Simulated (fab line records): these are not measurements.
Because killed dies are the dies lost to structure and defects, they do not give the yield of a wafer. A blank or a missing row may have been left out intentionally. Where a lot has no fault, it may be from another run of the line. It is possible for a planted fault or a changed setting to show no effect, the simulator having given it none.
fab line records	flow n5Finfet
record lots=4	wafers=12	lastDay=15
route steps=1938 shown BEOL_M5@1151 PASSIVATION@1936
lots with no fault: from the same line, run without faults
startH: hours from the record's first day to the start of the lot's first wafer shown	waitH: hours since the lot's step before	" same as the row above	L1.1+2: a single row standing in for several wafers	- no value, or no start given	* or withheld: withheld	< > ~ a bound
route shown NAME@n: a module of which the file shows steps, and the number in the route of the first	usual: mean/standard deviation of fault-free wafers	same: alike in all rows	chamber/n: place in a boat	sites: each site's reading	_std_site: standard deviation across them	_edge_site: outer sites' mean less inner sites'	radiusMm: for every site, how far away it sits from the centre of the wafer	mask NAME#n: copy n	behind: the most recent tool/chamber to have shaped the wafer	hold: what put the lot on hold/how long, in hours/how the hold closed	device: transistor that didn't switch, given as n, p or np	end of line: at the end of the route, the tests of the same wafers	a step given without rows: its recipe and nothing more	killed: count of dies lost to structure and defects at first sort (not the wafer's yield)	map: per-die view of a wafer (x killed, . not killed, _ where there is no die)
set.NAME: the run value of the setting; set.NAME@STEP: its run value at that earlier step	model.NAME: the simulator's own value behind a step, which no gauge read
lots at selected steps of the route; one table per step, one row per wafer
services: a tool's chamber out of use, with start hour (startH, from the record's first day; less than 0 if before it), hours out, and reason
## steps
# step N5_BEOL_M5_DESCUM_33
# recipe chemistry=O2	timeS=7	sourcePowerW=50	biasPowerW=20	pressureMtorr=20	rfFrequencyHz=2.712e+07	tempC=40	resist=CAR-EUV	o2FlowSccm=225
# step N5_BEOL_M5_ETCH_75
# recipe chemistry=N2/H2	target=underlayer	targetDepthA=65	maskMaterial=CAR-EUV	timeS=5.2	ionEnergyEv=200	pressureMtorr=30	sourceW=840	biasW=150	n2FlowSccm=200	h2FlowSccm=200	ends=cleared
# step N5_BEOL_M5_ETCH_67
# recipe chemistry=CF4	target=SiARC	targetDepthA=156	maskMaterial=CAR-EUV	timeS=26	ionEnergyEv=80	pressureMtorr=40	sourceW=545	biasW=36	Ar_flow_sccm=100	cf4FlowSccm=100	ends=cleared
# step N5_BEOL_M5_ETCH_68
# recipe chemistry=N2/H2	target=SOC	targetDepthA=800	overetchA=160	maskMaterial=SiARC	tempC=40	timeS=120	ionEnergyEv=200	pressureMtorr=30	sourceW=840	biasW=150	n2FlowSccm=200	h2FlowSccm=200
# step N5_BEOL_M5_STRIP_69
# recipe chemistry=N2/H2	tempC=40	n2FlowSccm=200	h2FlowSccm=200	rfFrequencyHz=6e+07
# step N5_BEOL_M5_STRIP_76
# recipe chemistry=N2/H2	tempC=40	n2FlowSccm=200	h2FlowSccm=200	rfFrequencyHz=6e+07
# step N5_BEOL_M5_VIA_ETCH_34
# recipe chemistry=C4F6/O2	target=SiCOH_lowk	targetDepthA=883	maskMaterial=SOC	taperDeg=4	timeS=39.2	ionEnergyEv=250	pressureMtorr=30	sourceW=345	biasW=185	Ar_flow_sccm=300	C4F6_flow_sccm=10	O2_flow_sccm=10
# step N5_BEOL_M5_STRIP_85
# recipe chemistry=C4F6/O2	resist=SiARC	rfFrequencyHz=6e+07
# step N5_BEOL_M5_STRIP_36
# recipe chemistry=N2/H2	powerW=450	tempC=40	pressureMtorr=20	rfFrequencyHz=6e+07	overashFraction=0.3	biasPowerW=7	h2Frac=0.5	n2FlowSccm=200	h2FlowSccm=200
# step N5_BEOL_M5_TRENCH_ETCH_37
# recipe chemistry=C4F6/O2	targetDepthA=716.52	target=SiCOH_lowk	timeS=24.7	ionEnergyEv=250	pressureMtorr=30	sourceW=345	biasW=185	Ar_flow_sccm=300	C4F6_flow_sccm=10	O2_flow_sccm=10
# usual drypumpMotorCurrentA=5.9/0.52	oesProductAu=0.79/0.081	rfFwdPowerW=340.4/1.7	rfVppV=662/20	showerheadPlenumPTorr=2.85/0.091	throttleValvePct=20.84/0.26
lot.wafer	tool	chamber	startH	waitH	drypumpMotorCurrentA	oesProductAu	rfFwdPowerW	rfHoursCounterH	rfVppV	showerheadPlenumPTorr	throttleValvePct	model.etch.depthNm	model.BEOL_M5.featureDepthNm
L877.2	rieDiel-02	2	192.83	-	6.2	0.89	340.9	24	650	3.02	20.71	72.91	73
L877.4	"	3	"	"	6.0	0.69	342.0	183	679	2.82	21.22	68.4	68.4
L877.6	"	0	"	"	5.6	0.96	340.1	-	631	2.91	20.83	69.43	69.4
L881.1	rieDiel-02	2	204.21	-	6.2	0.83	257.6	27	750	3.01	20.69	65.84	65.8
L881.2	"	0	"	"	5.5	0.89	255.4	5	724	2.90	20.82	62.17	62.2
L881.3	"	1	"	"	5.3	0.70	260.5	169	764	2.84	20.82	63.62	63.6
L884.2	rieDiel-02	0	210.01	-	5.6	0.88	256.0	6	724	2.90	20.83	63.11	63.2
L884.3	"	3	"	"	6.0	0.66	259.2	187	781	2.82	21.24	62.8	62.8
L884.6	"	0	"	"	5.6	0.89	256.5	-	726	2.90	20.85	62.9	63
L894.1	rieDiel-01	1	272.03	-	6.4	0.83	337.7	71	634	2.91	21.24	69.88	69.8
L894.3	"	3	"	"	6.3	0.71	342.9	208	655	2.80	20.57	69.11	69.2
L894.4	"	2	"	"	6.8	0.76	341.2	149	671	2.72	20.45	72.41	72.4
# step N5_BEOL_M5_ETCH_41
# recipe chemistry=CH3F/O2	target=SiCN	targetDepthA=315	taperDeg=2	timeS=56.7	ionEnergyEv=120	maskMaterial=TiN	pressureMtorr=30	sourceW=395	biasW=75	Ar_flow_sccm=150	CH3F_flow_sccm=30	O2_flow_sccm=20
# step N5_BEOL_M5_STRIP_91
# recipe chemistry=N2/H2	timeS=10	powerW=450	tempC=40	pressureMtorr=20	rfFrequencyHz=6e+07	biasPowerW=7	n2FlowSccm=200	h2FlowSccm=200
# step N5_BEOL_M5_OCD_MEAS_38
# usual trenchDepthNm=71.0/2
lot.wafer	tool	chamber	startH	waitH	trenchDepthNm
L877.2	ocd-01	-	192.98	-	73.1
L877.4	"	-	"	"	67.8
L877.6	"	-	"	"	69.4
L881.1	ocd-01	-	204.36	-	65.7
L881.2	"	-	"	"	62.4
L881.3	"	-	"	"	63.8
L884.2	ocd-01	-	210.16	-	63.3
L884.3	"	-	"	"	62.7
L884.6	"	-	"	"	63.1
L894.1	ocd-02	-	272.19	-	69.1
L894.3	"	-	"	"	69.3
L894.4	"	-	"	"	72.0
# step N5_BEOL_M5_HM_STRIP_39
# recipe chemistry=peroxideTinStrip	material=TiN	targetDepthA=250	tempC=50	timeS=158
# step N5_BEOL_M5_SRD_40
# recipe timeS=30	tempC=23	rinseLiquid=diw	dry=ipaMarangoni
# step N5_BEOL_M5_PRECLEAN_42
# recipe chemistry=residueRemover	timeS=60	tempC=40
# step N5_BEOL_M5_SRD_43
# recipe timeS=30	tempC=23	rinseLiquid=diw	dry=ipaMarangoni
# step N5_BEOL_M5_CURE_80
# recipe tempC=370	timeS=120	ambient=DMADMS/He	material=SiCOH_lowk
# step N5_BEOL_M5_DEGAS_44
# recipe ambient=vacuum	tempC=250	timeS=60
# step N5_BEOL_M5_PRE_CLEAN_45
# recipe gas=H2/He	timeS=30	tempC=250
# step N5_BEOL_M5_ALD_86
# recipe material=TaN	targetThkA=*	tempC=275	aldPrecursorFamily=PDMAT	aldCoReactant=NH3	pressureTorr=3	carrierFlowSccm=1500	pulseTimeS=2	purgeTimeS=3	coReactantPurgeTimeS=2	coReactantPulseTimeS=3	aldCycles=30	precursorVesselTempC=75	precursorVesselPressureTorr=26.25	precursorVesselCarrierSccm=1000
# step N5_BEOL_M5_SURFACE_TREAT_87
# recipe gas=Ar	timeS=*	ionEnergyEv=*	ionCurrentMaCm2=0.5	pressureMtorr=*	arFlowSccm=30
# step N5_BEOL_M5_CVD_47
# recipe material=Co	targetThkA=30	tempC=withheld	precursor=CCTBA/H2	pressureTorr=30	timeS=216
# step N5_BEOL_M5_SPUTTER_48
# recipe material=Cu	targetThkA=150	tempC=-20	chamberPressurePa=0.07	powerW=withheld	timeS=27.62
# step N5_BEOL_M5_ANNEAL_49
# recipe tempC=400	timeS=1800	ambient=vacuum
# step N5_BEOL_M5_SPUTTER_81
# recipe material=Cu	targetThkA=150	tempC=-20	chamberPressurePa=0.07	powerW=withheld	timeS=27.62
# step N5_BEOL_M5_ANNEAL_82
# recipe tempC=400	timeS=1800	ambient=vacuum
# step N5_BEOL_M5_SPUTTER_83
# recipe material=Cu	targetThkA=150	tempC=-20	chamberPressurePa=0.07	powerW=withheld	timeS=27.62
# step N5_BEOL_M5_ANNEAL_84
# recipe tempC=400	timeS=1800	ambient=vacuum
# step N5_BEOL_M5_SPUTTER_88
# recipe material=Cu	targetThkA=150	tempC=-20	chamberPressurePa=0.07	powerW=withheld	timeS=27.62
# step N5_BEOL_M5_ANNEAL_89
# recipe tempC=400	timeS=1800	ambient=vacuum
# step N5_BEOL_M5_SPUTTER_90
# recipe material=Cu	targetThkA=45	tempC=-20	chamberPressurePa=0.07	powerW=withheld	timeS=8.29
# step N5_BEOL_M5_ECD_50
# recipe material=Cu	targetThkA=3000
# step N5_BEOL_M5_ANNEAL_51
# recipe tempC=225	timeS=90	ambient=N2
# step N5_BEOL_M5_CMP_52
# recipe stopOn=SiCOH_lowk	tOverpolishS=6.9	downForcePsi=1	platenRpm=50	clearingPlatenDownForcePsi=1.5	clearingPlatenRpm=50	postCmpClean=cuAlkaline	targetThkNm=62	clearingPlatenPadVelocityMS=0.99484	padVelocityMS=0.99484
# usual barrierFieldEndpointS=25.2/0.89	motorCurrentA=6.1/0.52	overpolishRunS=6.900/0.0096	timeToEndpointS=65/4.9
# same tOverpolishS=6.9
lot.wafer	tool	chamber	startH	waitH	barrierFieldEndpointS	motorCurrentA	overpolishRunS	timeToEndpointS	model.Cu_of_BEOL_M5_ECD_50.thkNm
L877.2	cmp-01	1	200.76	0.3	25.0	5.8	6.896	65	64.2
L877.4	"	2	"	"	25.0	6.4	6.898	60	56.8
L877.6	"	1	"	"	24.8	5.9	6.903	67	60.8
L881.3	cmp-02	1	210.62	0.2	24.4	6.9	6.900	63	54.8
L881.1	"	2	"	"	23.9	5.7	6.905	61	55.4
L881.2	"	0	"	"	26.0	5.9	6.896	70	54.8
L884.2	cmp-02	1	218.09	0.2	25.6	6.3	6.898	62	54.8
L884.3	"	0	"	"	26.4	6.0	6.910	71	56.2
L884.6	"	1	"	"	25.2	6.8	6.916	63	54
L894.1	cmp-02	2	278.93	0.3	25.1	5.7	6.904	61	58.8
L894.4	"	3	"	"	25.9	5.7	6.913	65	64.8
L894.3	"	1	"	"	24.4	6.6	6.909	61	58.2
# step N5_BEOL_M5_THK_MEAS_53
# recipe thkMeasGauge=xrf	reads=Cu_of_BEOL_M5_ECD_50
# usual M5_THK=63.1/2.6
lot.wafer	tool	chamber	startH	waitH	M5_THK[nm]
L877.2	filmMetro-02	-	201.01	-	65.1
L877.4	"	-	"	"	57.4
L877.6	"	-	"	"	61.7
L881.1	filmMetro-01	-	210.92	-	56.5
L881.2	"	-	"	"	55.9
L881.3	"	-	"	"	55.7
L884.2	filmMetro-02	-	218.38	-	56.2
L884.3	"	-	"	"	57.4
L884.6	"	-	"	"	54.9
L894.1	filmMetro-02	-	279.23	-	59.6
L894.3	"	-	"	"	58.8
L894.4	"	-	"	"	66.0
# step N5_BEOL_M5_PRE_CLEAN_77
# recipe gas=NH3/H2	timeS=15	tempC=*	rfPowerW=300
# step N5_BEOL_M5_CO_CAP_78
# recipe material=Co	targetThkA=20	tempC=200	precursor=CCTBA/H2	pressureTorr=30	timeS=102.1
# step N5_BEOL_M5_RS_MEAS_57
# recipe thkMeasGauge=four-point-probe	reads=Co_of_BEOL_M5_CO_CAP_78+Cu_of_BEOL_M5_ECD_50+Co_of_BEOL_M5_CVD_47+TaN_of_BEOL_M5_ALD_86
# usual M5_RS=0.389/0.019
lot.wafer	tool	chamber	startH	waitH	M5_RS[ohm/sq]
L877.2	filmMetro-01	-	201.27	0.1	0.369
L877.4	"	-	"	"	0.429
L877.6	"	-	"	"	0.395
L881.1	filmMetro-02	-	211.18	0.0	0.445
L881.2	"	-	"	"	0.451
L881.3	"	-	"	"	0.450
L884.2	filmMetro-02	-	218.64	0.1	0.450
L884.3	"	-	"	"	0.437
L884.6	"	-	"	"	0.459
L894.1	filmMetro-02	-	279.49	0.0	0.413
L894.3	"	-	"	"	0.419
L894.4	"	-	"	"	0.367
# step N5_PASSIVATION_PROBE_49
# usual defectLimitedYield=91.3/1.4	killed_at_M0_to_M3=32/9.5	killed_at_M4_up=14/5.2	killedAtContacts=13/5.7	killedAtFrontEnd=41/12	killedAtOther=3.5/2.6	killedDies=103/17	killedOpen=68/14	killedShort=32/7	sort_bin_5_function=5.0/0.91	sort_bin_6_memory=3.3/0.7	sort_bin_8_speed=0.03/0.22	sortNPass=1076/17	sortYieldPct=91.2/1.4
# same grossDies=1180	killedAtBackSide=0	sort_bin_4_leakage[%]=0
lot.wafer	tool	chamber	startH	waitH	defectLimitedYield[%]	killed_at_M0_to_M3	killed_at_M4_up	killedAtContacts	killedAtFrontEnd	killedAtOther	killedDies	killedOpen	killedShort	sort_bin_5_function[%]	sort_bin_6_memory[%]	sort_bin_8_speed[%]	sortNPass	sortYieldPct[%]
L877.2	prober-02	-	289.76	0.1	91.6	26	18	16	33	6	99	68	30	5.3	3.0	0	1081	91.6
L877.4	prober-02	-	289.86	0.2	87.5	44	19	32	47	5	147	94	51	7.6	4.4	0	1033	87.5
L877.6	prober-02	-	289.96	0.3	90.5	35	16	23	37	1	112	78	34	5.7	3.6	0	1068	90.5
L881.1	prober-01	-	301.33	0.0	91.9	28	16	8	38	5	95	65	28	5.0	2.8	0	1085	91.9
L881.2	prober-01	-	301.38	0.1	92.0	45	9	7	30	3	94	69	22	5.5	2.4	0	1086	92.0
L881.3	prober-01	-	301.43	0.1	90.8	57	13	8	29	1	108	66	39	5.8	3.0	0	1072	90.8
L884.2	prober-01	-	304.79	0.1	93.6	17	15	14	23	7	76	52	24	4.2	1.9	0	1104	93.6
L884.3	prober-01	-	304.84	0.1	93.5	30	9	20	16	2	77	59	15	4.0	2.5	0	1103	93.5
L884.6	prober-01	-	304.99	0.3	94.2	10	10	15	31	2	68	42	20	3.1	2.1	0.08	1112	94.2
L894.1	prober-02	-	364.73	0.0	92.3	38	10	18	23	2	91	56	34	4.2	3.2	0	1089	92.3
L894.3	prober-02	-	364.83	0.1	90.4	50	12	14	35	2	113	78	34	5.8	3.3	0	1067	90.4
L894.4	prober-02	-	364.88	0.2	90.8	43	20	11	31	3	108	69	29	5.5	2.9	0	1072	90.8
# killed by level:class
L877.2 MOL_CONTACT_COAG:geometricParticle:open=11 BEOL_M4:geometricParticle:open=7 STI_FIN_REVEAL:geometricParticle:open=5 DUMMY_GATE:geometricParticle:open=5 BEOL_M3:geometricParticle:open=5 MOL_CONTACT_COAG:geometricParticle:short=5 BEOL_M3:geometricParticle:short=5 BEOL_M0:geometricParticle:open=4
L877.4 MOL_CONTACT_COAG:geometricParticle:open=21 STI_FIN_REVEAL:geometricParticle:open=11 MOL_CONTACT_COAG:geometricParticle:short=11 BEOL_M3:geometricParticle:open=11 BEOL_M4:geometricParticle:open=10 BEOL_M0_SAQP:geometricParticle:short=9 FIN_SAQP:geometricParticle:open=7 BEOL_M2:geometricParticle:open=7
L877.6 MOL_CONTACT_COAG:geometricParticle:open=19 STI_FIN_REVEAL:geometricParticle:open=13 BEOL_M3:geometricParticle:open=8 FIN_SAQP:geometricParticle:open=7 BEOL_M1:geometricParticle:open=6 BEOL_M4:geometricParticle:open=6 FIN_SAQP:geometricParticle:short=5 GATE_CUT:geometricParticle:short=4
L881.1 BEOL_M2:geometricParticle:open=9 FIN_SAQP:geometricParticle:open=8 STI_FIN_REVEAL:geometricParticle:open=6 GATE_CUT:geometricParticle:short=6 GATE_CUT:geometricParticle:open=6 MOL_CONTACT_COAG:geometricParticle:open=6 BEOL_M3:geometricParticle:open=5 BEOL_M4:geometricParticle:open=5
L881.2 STI_FIN_REVEAL:geometricParticle:open=12 BEOL_M3:geometricParticle:open=10 MOL_CONTACT_COAG:geometricParticle:open=7 BEOL_M0_SAQP:geometricParticle:short=7 BEOL_M2:geometricParticle:open=7 BEOL_M0_SAQP:geometricParticle:open=6 BEOL_M1:geometricParticle:open=6 BEOL_M0:geometricParticle:open=5
L881.3 BEOL_M0_SAQP:geometricParticle:short=19 BEOL_M3:geometricParticle:open=12 BEOL_M0_SAQP:geometricParticle:open=9 BEOL_M0:geometricParticle:open=9 FIN_SAQP:geometricParticle:short=7 MOL_CONTACT_COAG:geometricParticle:open=7 BEOL_M4:geometricParticle:open=7 STI_FIN_REVEAL:geometricParticle:open=5
L884.2 MOL_CONTACT_COAG:geometricParticle:open=11 FIN_SAQP:geometricParticle:open=8 BEOL_M3:geometricParticle:open=7 BEOL_M0_SAQP:geometricParticle:short=5 BEOL_M5:geometricParticle:open=5 BEOL_M4:geometricParticle:open=4 PASS1_DEP:geometricParticle:short=4 STARTING-WAFER:geometricParticle:open=4
L884.3 MOL_CONTACT_COAG:geometricParticle:open=18 BEOL_M3:geometricParticle:open=9 BEOL_M0_SAQP:geometricParticle:open=8 BEOL_M2:geometricParticle:open=8 STI_FIN_REVEAL:geometricParticle:open=3 FIN_SAQP:geometricParticle:short=2 DUMMY_GATE:geometricParticle:open=2 ILD0:geometricParticle:short=2
L884.6 MOL_CONTACT_COAG:geometricParticle:open=13 FIN_SAQP:geometricParticle:short=6 HKMG_FIN:areaEtch=5 DUMMY_GATE:geometricParticle:open=4 GATE_CUT:geometricParticle:short=4 BEOL_M4:geometricParticle:open=4 FIN_SAQP:geometricParticle:open=3 GATE_CUT:geometricParticle:open=3
L894.1 BEOL_M0_SAQP:geometricParticle:short=12 MOL_CONTACT_COAG:geometricParticle:open=12 BEOL_M0_SAQP:geometricParticle:open=12 MOL_CONTACT_COAG:geometricParticle:short=6 FIN_SAQP:geometricParticle:open=4 BEOL_M2:geometricParticle:open=4 BEOL_M2:geometricParticle:short=4 BEOL_M5:geometricParticle:open=4
L894.3 BEOL_M0_SAQP:geometricParticle:open=21 STI_FIN_REVEAL:geometricParticle:open=15 MOL_CONTACT_COAG:geometricParticle:open=13 BEOL_M0_SAQP:geometricParticle:short=11 BEOL_M2:geometricParticle:open=6 BEOL_M4:geometricParticle:open=5 BEOL_M2:geometricParticle:short=4 BEOL_M6:geometricParticle:open=4
L894.4 BEOL_M0_SAQP:geometricParticle:open=10 MOL_CONTACT_COAG:geometricParticle:open=10 BEOL_M0_SAQP:geometricParticle:short=9 BEOL_M2:geometricParticle:open=9 BEOL_M4:geometricParticle:open=9 BEOL_M1:geometricParticle:open=8 HKMG_FIN:areaEtch=8 BEOL_M5:geometricParticle:open=5
## services
tool	chamber	startH	hours	kind
rieDiel-02	0	172.64	-	clean
rieDiel-02	0	172.64	-	consumableReplace:focusRing
rieDiel-02	0	172.64	14.3	scheduledDown
rieDiel-02	0	172.64	14.3	ventCycle
rieDiel-01	2	220.07	16.1	repair
cmp-02	-	220.16	0.4	repair
cmp-02	-	235.04	8.3	pm
cmp-02	-	253.42	4.0	pm
cmp-02	-	257.42	-	consumableReplace:conditioner
cmp-02	-	257.42	-	consumableReplace:pad
cmp-01	-	258.31	4.0	pm
cmp-01	-	262.31	-	consumableReplace:conditioner
cmp-01	-	262.31	-	consumableReplace:pad
cmp-02	-	263.62	0.2	repair
rieDiel-02	0	264.59	16.2	repair
rieDiel-02	-	271.50	14.6	pm
cmp-02	-	273.23	0.6	repair
## key
firstSign step=N5_BEOL_M5_TRENCH_ETCH_37	reading=rfFwdPowerW	direction=down	sigmas=48	usual=*	struck=*
effect step=N5_BEOL_M5_TRENCH_ETCH_37	reading=rfVppV	direction=up	sigmas=4.1	usual=662	struck=745
effect step=N5_BEOL_M5_OCD_MEAS_38	reading=trenchDepthNm	direction=down	sigmas=3.7	usual=71.0	struck=63.5
effect step=N5_BEOL_M5_THK_MEAS_53	reading=M5_THK	direction=down	sigmas=2.7	usual=63.1	struck=56.1
effect step=N5_BEOL_M5_RS_MEAS_57	reading=M5_RS	direction=up	sigmas=3.1	usual=0.389	struck=0.449
modelEffect step=N5_BEOL_M5_TRENCH_ETCH_37	value=etch.depthNm	without=70.52	struck=63.41
modelEffect step=N5_BEOL_M5_CMP_52	value=Cu_of_BEOL_M5_ECD_50.thkNm	without=62.07	struck=55
metAt N5_BEOL_M5_TRENCH_ETCH_37
struckWafers L881.1,L881.2,L881.3,L884.2,L884.3,L884.6
onsetBetween 192.83 204.21
fault kind=processParameterDrift	tool=rieDiel-02	chamber=-	onsetH=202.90	steps=N5_BEOL_M5_TRENCH_ETCH_37	channel=sourceW	offset=-82.8	shape=step	endH=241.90	actsIn=theseRecipesOnly	stated=345
